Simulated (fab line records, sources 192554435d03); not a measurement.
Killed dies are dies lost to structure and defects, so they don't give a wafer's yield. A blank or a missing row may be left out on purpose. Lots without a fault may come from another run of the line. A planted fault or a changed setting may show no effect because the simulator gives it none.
Chamber matching | flow n5_finfet | N5_BEOL_M5_DESCUM_16 on rie_diel-05: 4 sister chambers
The step chemistry O2, time 7 s. 27 wafers are shown with their chamber, then 12 later ones without.

WAFERS WITH THEIR CHAMBER
wafer  | chamber | drypump_motor_current_A (A) | throttle_valve_pct (%) | showerhead_plenum_p_Torr (Torr)
L075.2 | 0       | 5.8                         | 20.34                  | 2.08
L075.3 | 0       | 5.8                         | 20.33                  | 2.08
L075.4 | 2       | 6.2                         | 20.37                  | 2.05
L077.1 | 3       | 6.4                         | 20.70                  | 2.08
L077.2 | 1       | 5.4                         | 20.20                  | 2.13
L077.5 | 3       | 6.4                         | 20.70                  | 2.08
L078.1 | 3       | 6.4                         | 20.69                  | 2.08
L078.3 | 0       | 5.8                         | 20.31                  | 2.08
L078.5 | 1       | 5.4                         | 20.22                  | 2.13
L082.1 | 0       | 5.8                         | 20.31                  | 2.07
L082.3 | 2       | 6.2                         | 20.38                  | 2.04
L082.4 | 3       | 6.4                         | 20.71                  | 2.08
L086.1 | 1       | 5.3                         | 20.24                  | 2.13
L086.4 | 0       | 5.8                         | 20.36                  | 2.07
L086.6 | 0       | 5.8                         | 20.36                  | 2.07
L088.2 | 2       | 6.2                         | 20.39                  | 2.04
L088.4 | 1       | 5.3                         | 20.24                  | 2.13
L088.5 | 0       | 5.8                         | 20.34                  | 2.07
L090.1 | 1       | 5.3                         | 20.25                  | 2.12
L090.4 | 3       | 6.3                         | 20.73                  | 2.07
L090.5 | 2       | 6.2                         | 20.42                  | 2.04
L092.1 | 3       | 6.4                         | 20.76                  | 2.07
L092.2 | 2       | 6.2                         | 20.41                  | 2.04
L092.5 | 2       | 6.2                         | 20.41                  | 2.04
L093.1 | 3       | 6.4                         | 20.75                  | 2.07
L093.3 | 1       | 5.3                         | 20.26                  | 2.12
L093.5 | 2       | 6.2                         | 20.42                  | 2.04

SIGNATURES (means of the wafers above)
reading                  | chamber 0 | chamber 1 | chamber 2 | chamber 3 | scatter within a chamber
drypump_motor_current_A  | 5.800     | 5.333     | 6.200     | 6.386     | 0.0309
throttle_valve_pct       | 20.3357   | 20.2350   | 20.4000   | 20.7200   | 0.0226
showerhead_plenum_p_Torr | 2.0743    | 2.1267    | 2.0414    | 2.0757    | 0.00494
Rule: a wafer's distance from a chamber is the root of the sum, over the readings, of the square of ((its reading less the chamber's mean) divided by the reading's scatter). The wafer belongs to the nearest chamber; if the next one is less than 2 further off, it can't be placed. The scatter: the root of (the sum of the squares of (reading less its chamber's mean) over the shown wafers, divided by (wafers less chambers)).

WAFERS WITHOUT THEIR CHAMBER
wafer  | drypump_motor_current_A (A) | throttle_valve_pct (%) | showerhead_plenum_p_Torr (Torr)
L096.1 | 6.4                         | 20.76                  | 2.07
L096.2 | 5.8                         | 20.04                  | 2.06
L096.3 | 5.4                         | 20.29                  | 2.12
L095.1 | 5.3                         | 20.28                  | 2.12
L095.2 | 6.4                         | 20.78                  | 2.07
L095.4 | 6.2                         | 20.44                  | 2.03
L094.1 | 5.8                         | 20.04                  | 2.06
L094.4 | 5.3                         | 20.28                  | 2.12
L094.5 | 6.4                         | 20.77                  | 2.06
L097.4 | 5.8                         | 20.05                  | 2.06
L097.5 | 5.3                         | 20.27                  | 2.12
L097.6 | 5.8                         | 20.03                  | 2.06

WHICH CHAMBER EACH WENT THROUGH
wafer  | from the rows above | in truth
L096.1 | 3                   | 3
L096.2 | 0                   | 0
L096.3 | 1                   | 1
L095.1 | 1                   | 1
L095.2 | 3                   | 3
L095.4 | 2                   | 2
L094.1 | 0                   | 0
L094.4 | 1                   | 1
L094.5 | 3                   | 3
L097.4 | 0                   | 0
L097.5 | 1                   | 1
L097.6 | 0                   | 0
Placed correctly: 12 of 12. Can't be placed from these rows: 0. Placed wrongly: 0.
